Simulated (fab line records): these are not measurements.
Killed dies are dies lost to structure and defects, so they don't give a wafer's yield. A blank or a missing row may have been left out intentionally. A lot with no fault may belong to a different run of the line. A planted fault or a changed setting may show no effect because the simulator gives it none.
Chamber matching | flow nand-harc | rie-diel-04 running NHARC_P_ZERO_WELL_DESCUM_54: 4 sister chambers
The step chemistry O2, time 3 s. 16 wafers are shown with their chamber, then 8 later ones without.

## EACH WAFER AND ITS CHAMBER
wafer  | chamber | showerhead-plenum-p-Torr (Torr) | drypump-motor-current-A (A) | oes-product-au (a.u.)
L564.2 | 0       | 1.83                            | 5.67                        | 0.994
L564.3 | 1       | 1.87                            | 5.97                        | 1.007
L564.4 | 3       | 1.82                            | 6.12                        | 1.004
L565.2 | 2       | 1.85                            | 6.15                        | 1.001
L565.3 | 1       | 1.87                            | 5.94                        | 1.021
L565.6 | 3       | 1.81                            | 6.12                        | 1.000
L566.1 | 3       | 1.81                            | 6.10                        | 1.006
L566.5 | 2       | 1.85                            | 6.16                        | 0.998
L566.6 | 1       | 1.87                            | 5.98                        | 1.016
L567.1 | 2       | 1.85                            | 6.11                        | 1.006
L567.4 | 0       | 1.83                            | 5.65                        | 1.007
L567.6 | 3       | 1.81                            | 6.11                        | 1.007
L568.1 | 3       | 1.81                            | 6.12                        | 1.009
L568.4 | 2       | 1.85                            | 6.11                        | 0.994
L568.5 | 3       | 1.81                            | 6.11                        | 1.008
L578.2 | 3       | 1.80                            | 6.09                        | 1.022

SIGNATURES, as means of the wafers listed above
reading                  | chamber 0 | chamber 1 | chamber 2 | chamber 3 | scatter within a chamber
showerhead-plenum-p-Torr | 1.8300    | 1.8700    | 1.8500    | 1.8100    | 0.00408
drypump-motor-current-A  | 5.6600    | 5.9633    | 6.1325    | 6.1100    | 0.0181
oes-product-au           | 1.00050   | 1.01467   | 0.99975   | 1.00800   | 0.00673
Rule: a wafer lies at a distance from a chamber equal to the root of the sum of squares, over the readings, of (its reading less the chamber's mean, divided by the reading's scatter). If the next closest chamber is less than 2 further off than the closest, the wafer can't be placed; otherwise it belongs to the closest. How the scatter is found: for the shown wafers, subtract from each reading the mean of its chamber, square and add these, divide the total by (wafers less chambers), then take the root.

## WAFERS WITHOUT THEIR CHAMBER
wafer  | showerhead-plenum-p-Torr (Torr) | drypump-motor-current-A (A) | oes-product-au (a.u.)
L578.3 | 1.84                            | 6.15                        | 0.997
L578.4 | 1.85                            | 5.97                        | 1.007
L581.2 | 1.85                            | 5.96                        | 1.011
L581.3 | 1.82                            | 5.66                        | 0.990
L581.5 | 1.84                            | 6.13                        | 0.998
L585.3 | 1.83                            | 6.13                        | 0.999
L585.4 | 1.79                            | 6.10                        | 1.003
L585.6 | 1.80                            | 6.12                        | 1.008

## WHICH CHAMBER EACH ONE RAN IN
wafer  | from the rows above     | in truth
L578.3 | 2                       | 2
L578.4 | 1                       | 1
L581.2 | 1                       | 1
L581.3 | 0                       | 0
L581.5 | 2                       | 2
L585.3 | can't be placed: 2 or 3 | 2
L585.4 | 3                       | 3
L585.6 | 3                       | 3
Placed correctly: 7 of 8. Unplaceable from these rows: 1, with the true chamber sitting among the candidates in 1. Number placed wrongly: 0.
